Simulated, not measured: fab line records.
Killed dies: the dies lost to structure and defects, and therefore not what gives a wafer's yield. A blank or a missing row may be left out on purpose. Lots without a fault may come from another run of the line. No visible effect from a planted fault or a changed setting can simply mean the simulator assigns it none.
fab line records	flow nandHarc	part 2 of 2: steps 23 to 30 of 30
record: lots: 5	wafers: 15	lastDay: 31
route steps=1302 shown A_CONTACT@1071
lots that met no fault: taken from a fault-free run of the same line
startH: the number of hours between the record's first day and the start of the first shown wafer of the lot	waitH: how many hours have passed since the lot's step before this one	" as in the row above	L1.1+2: a single row standing in for several wafers	- no value, or no start was given	* or withheld: withheld	< > ~ a bound
route shown NAME@n: names a module that has steps shown in the file, with the first one's number in the route	usual: average and standard deviation across the fault-free wafers	same: alike in all rows	chamber/n: place in a boat	sites: per-site readings	_std_site: their standard deviation	_edge_site: inner sites' mean taken away from outer sites' mean	radiusMm: for every site, how far away it sits from the centre of the wafer	mask NAME#n: copy n	behind: the most recent tool/chamber to have shaped the wafer	hold: the reason the lot was held/the length of the hold in hours/how it ended	device: which transistor (n, p or np) failed to switch	end of line: the same wafers' tests at the end of the route	a step without rows: its recipe alone	killed: not the wafer's yield, but the dies lost to structure and defects at the first sort	map: a wafer's dies, marking killed ones x, the rest . and places with no die _
set.NAME: setting as actually run; set.NAME@STEP: the setting as run at that earlier step	model.NAME: the simulator's own value behind a step, which no gauge read
lots seen at some steps along the route; tables by step, rows by wafer
services: when a tool's chamber went out of use (startH, in hours from the record's first day, below 0 if earlier), for how many hours, and the reason
== steps ==
step: NHARC_A_CONTACT_ETCH_98
recipe: targetDepthA: 200	overEtchFrac: 0.5	timeS: 10	ionEnergyEv: 250	c4f6FlowSccm: 25	o2FlowSccm: 20	arFlowSccm: 500	rfW: 600	biasW: 500	chemistry: C4F6/O2
usual: c4f6FlowSccm: 24.99/0.069	drypumpMotorCurrentA: 6.0/0.35	oesProductAu: 0.953/0.017	rfVppV: 548/3.4	showerheadPlenumPTorr: 3.95/0.15	throttleValvePct: 26.902/0.0088
lot.wafer	tool	chamber	startH	waitH	c4f6FlowSccm	drypumpMotorCurrentA	oesProductAu	rfHoursCounterH	rfVppV	showerheadPlenumPTorr	throttleValvePct
L075.2	rieDiel-10	1	-	-	25.03	6.2	0.950	16	541	3.65	26.885
L075.1	"	2	"	"	24.84	5.8	0.932	14	549	3.97	26.895
L075.6	"	2	"	"	24.89	5.8	0.940	-	549	3.97	26.908
L074.1	rieDiel-10	3	-	-	25.09	6.4	0.937	16	548	3.94	26.901
L074.2	"	1	"	"	24.94	6.2	0.948	20	542	3.65	26.917
L074.5	"	3	"	"	25.13	6.4	0.935	-	547	3.94	26.889
L078.3	rieDiel-10	2	-	-	24.95	5.8	0.945	21	547	3.97	26.896
L078.2	"	3	"	"	24.99	6.4	0.955	18	547	3.94	26.922
L078.4	"	1	"	"	25.01	6.2	0.936	23	542	3.65	26.894
L082.3	rieDiel-10	1	-	-	24.97	6.2	0.950	30	541	3.64	26.910
L082.6	"	3	"	"	24.96	6.4	0.945	-	547	3.93	26.901
L082.5	"	0	"	"	25.05	5.7	0.930	-	551	4.09	26.887
L090.1	rieDiel-10	3	-	-	25.03	6.4	0.996	14	547	3.92	26.911
L090.2	"	2	"	"	24.96	5.8	0.991	14	547	3.96	26.900
L090.6	"	3	"	"	25.06	6.4	0.991	-	546	3.92	26.900
step: NHARC_A_CONTACT_CD_MEAS_15
usual: cdNm: 189.9/0.57
lot.wafer	tool	chamber	startH	waitH	cdNm
L075.1	cdSem-02	-	511.56	-	189.5
L075.2	"	-	"	"	189.5
L075.6	"	-	"	"	189.8
L074.1	cdSem-02	-	527.66	-	190.2
L074.2	"	-	"	"	189.5
L074.5	"	-	"	"	189.9
L078.2	cdSem-03	-	544.60	-	190.0
L078.3	"	-	"	"	190.2
L078.4	"	-	"	"	190.3
L082.3	cdSem-03	-	596.69	-	190.2
L082.5	"	-	"	"	190.2
L082.6	"	-	"	"	190.0
L090.1	cdSem-02	-	692.86	-	189.4
L090.2	"	-	"	"	189.8
L090.6	"	-	"	"	190.0
step: NHARC_A_CONTACT_STRIP_107
recipe: n2FlowSccm: 150	h2FlowSccm: 150	arFlowSccm: 0	biasW: 0	chemistry: N2/H2
lot.wafer	tool	chamber	startH	waitH
L075.2+1+6	rieDiel-10	1,2,1	511.63	0.1
L074.2+1+5	rieDiel-10	0,1,3	527.74	0.1
L078.3+4+2	rieDiel-05	1,2,3	544.68	0.1
L082.3+6+5	rieDiel-05	3,2,3	596.77	0.1
L090.1+2+6	rieDiel-10	2,0,3	692.93	0.1
step: NHARC_A_CONTACT_STRIP_108
recipe: cf4FlowSccm: 100	chf3FlowSccm: 30	arFlowSccm: 0	biasW: 0	chemistry: CF4/CHF3
lot.wafer	tool	chamber	startH	waitH
L075.2+1+6	rieDiel-10	3,1,2	511.73	0.1
L074.1+2+5	rieDiel-10	2,0,2	527.83	0.1
L078.2+4+3	rieDiel-05	3,0,2	544.78	0.1
L082.3+5+6	rieDiel-05	2,2,3	596.91	0.1
L090.2+1+6	rieDiel-10	2,0,1	693.03	0.1
step: NHARC_A_CONTACT_STRIP_109
recipe: o2FlowSccm: 400	cosFlowSccm: 20	arFlowSccm: 0	biasW: 0	chemistry: O2/COS
lot.wafer	tool	chamber	startH	waitH
L075.1+2+6	rieDiel-10	0,1,3	511.79	0.1
L074.1+2+5	rieDiel-10	0,3,0	527.89	0.1
L078.4+3+2	rieDiel-05	2,3,0	544.87	0.1
L082.3+6+5	rieDiel-05	1,2,3	596.98	0.1
L090.1+2+6	rieDiel-10	0,2,0	693.09	0.0
step: NHARC_A_CONTACT_ETCH_110
recipe: targetDepthA: 600	overetchA: 60	timeS: 33	ionEnergyEv: 100	cf4FlowSccm: 80	o2FlowSccm: 20	arFlowSccm: 0	rfW: 300	biasW: 100	chemistry: CF4/O2
usual: drypumpMotorCurrentA: 5.8/0.45	oesProductAu: 1.000/0.0069	rfVppV: 197.9/1.4	showerheadPlenumPTorr: 1.34/0.055	throttleValvePct: 13.396/0.0086
lot.wafer	tool	chamber	startH	waitH	drypumpMotorCurrentA	oesProductAu	rfHoursCounterH	rfVppV	showerheadPlenumPTorr	throttleValvePct
L075.2	rieDiel-10	1	511.85	0.1	6.2	0.994	16	195.1	1.24	13.374
L075.1	"	3	"	"	6.4	1.003	13	198.7	1.34	13.389
L075.6	"	1	"	"	6.2	1.006	-	194.6	1.24	13.408
L074.1	rieDiel-10	0	527.96	0.1	5.7	1.006	17	199.4	1.40	13.379
L074.2	"	1	"	"	6.1	0.992	20	194.5	1.23	13.404
L074.5	"	3	"	"	6.4	1.005	-	197.1	1.34	13.407
L078.3	rieDiel-05	3	544.93	0.1	4.9	0.995	39	196.8	1.27	13.390
L078.2	"	0	"	"	6.1	0.995	41	197.9	1.32	13.405
L078.4	"	1	"	"	4.8	0.997	43	197.8	1.36	13.392
L082.3	rieDiel-05	3	597.09	0.1	4.9	1.009	1	196.0	1.27	13.397
L082.6	"	3	"	"	4.8	1.009	-	195.6	1.27	13.387
L082.5	"	0	"	"	6.1	1.003	-	198.3	1.32	13.389
L090.2	rieDiel-10	2	693.15	0.1	5.8	1.012	14	198.0	1.35	13.392
L090.1	"	0	"	"	5.7	1.006	14	199.2	1.39	13.406
L090.6	"	3	"	"	6.4	0.985	-	198.0	1.34	13.385
step: NHARC_A_CONTACT_STRIP_26
recipe: o2FlowSccm: 500	arFlowSccm: 0	biasW: 0	chemistry: O2
usual: drypumpMotorCurrentA: 5.9/0.45	oesProductAu: 1.001/0.0061	rfVppV: 57.9/0.95	showerheadPlenumPTorr: 3.55/0.14	throttleValvePct: 17.035/0.009
lot.wafer	tool	chamber	startH	waitH	drypumpMotorCurrentA	oesProductAu	rfHoursCounterH	rfVppV	showerheadPlenumPTorr	throttleValvePct
L075.2	rieDiel-10	1	-	-	6.2	0.993	16	55.3	3.28	17.033
L075.1	"	2	"	"	5.8	1.003	14	58.9	3.57	17.023
L075.6	"	3	"	"	6.4	1.006	-	57.4	3.54	17.026
L074.2	rieDiel-10	2	-	-	5.8	0.993	19	58.2	3.57	17.029
L074.1	"	3	"	"	6.4	0.995	16	58.3	3.54	17.037
L074.5	"	1	"	"	6.2	0.995	-	56.8	3.28	17.035
L078.3	rieDiel-05	2	-	-	6.3	0.990	40	57.0	3.45	17.034
L078.2	"	0	"	"	6.1	1.007	41	59.9	3.50	17.045
L078.4	"	1	"	"	4.8	1.011	43	58.7	3.59	17.034
L082.3	rieDiel-05	3	-	-	4.9	1.007	1	58.4	3.36	17.028
L082.6	"	0	"	"	6.1	1.004	-	57.3	3.49	17.042
L082.5	"	1	"	"	4.8	1.000	-	57.4	3.58	17.027
L090.1	rieDiel-10	3	-	-	6.4	1.001	14	56.1	3.53	17.025
L090.2	"	1	"	"	6.2	1.013	13	58.6	3.80	17.035
L090.6	"	0	"	"	5.8	0.996	-	57.7	3.68	17.043
step: NHARC_A_CONTACT_STRIP_27
recipe: timeS: 600	tempC: 30	chemistry: postEtchResidueRemover
usual: bathHeatDutyPct: 13.5/1.8
lot.wafer	tool	chamber	startH	waitH	bathHeatDutyPct
L075.2	wetBench-02	1	512.23	-	17.3
L075.6	"	2	"	"	13.0
L075.1	"	3	"	"	14.4
L074.1	wetBench-04	7	528.35	-	11.4
L074.2	"	0	"	"	11.0
L074.5	"	1	"	"	13.3
L078.2	wetBench-04	2	545.31	-	12.1
L078.3	"	4	"	"	12.4
L078.4	"	5	"	"	12.4
L082.6	wetBench-04	3	597.51	-	15.1
L082.3	"	5	"	"	13.4
L082.5	"	0	"	"	12.3
L090.6	wetBench-01	7	693.56	-	10.3
L090.1	"	0	"	"	13.3
L090.2	"	2	"	"	16.6
== services ==
tool	chamber	startH	hours	kind
arfiScanner-02	-	484.00	4.0	pm
arfiScanner-03	-	487.40	0.8	repair
rieDiel-10	2	491.88	3.8	repair
rieDiel-10	0	493.47	8.1	repair
harCapEtch-01	-	497.45	17.0	pm
rieDiel-10	3	502.36	6.0	repair
lithoTrack-01	-	505.00	7.0	pm
rieDiel-04	-	518.10	0.4	repair
lithoTrack-06	-	529.00	7.0	pm
rieDiel-04	-	532.73	9.0	pm
harCapEtch-01	-	540.72	0.5	repair
lithoTrack-04	-	553.00	7.0	pm
rieDiel-04	0	556.36	9.9	repair
rieDiel-04	2	578.68	6.6	repair
wetBench-04	-	579.27	8.0	pm
rieDiel-05	-	583.79	9.0	pm
rieDiel-10	3	587.41	6.6	repair
rieDiel-10	-	596.68	9.0	pm
rieDiel-05	0	610.12	17.1	repair
rieDiel-05	1	645.84	2.8	repair
rieDiel-10	3	648.01	3.5	repair
rieDiel-05	-	651.99	2.0	repair
rieDiel-10	-	661.80	0.6	repair
lithoTrack-01	-	680.00	7.0	pm
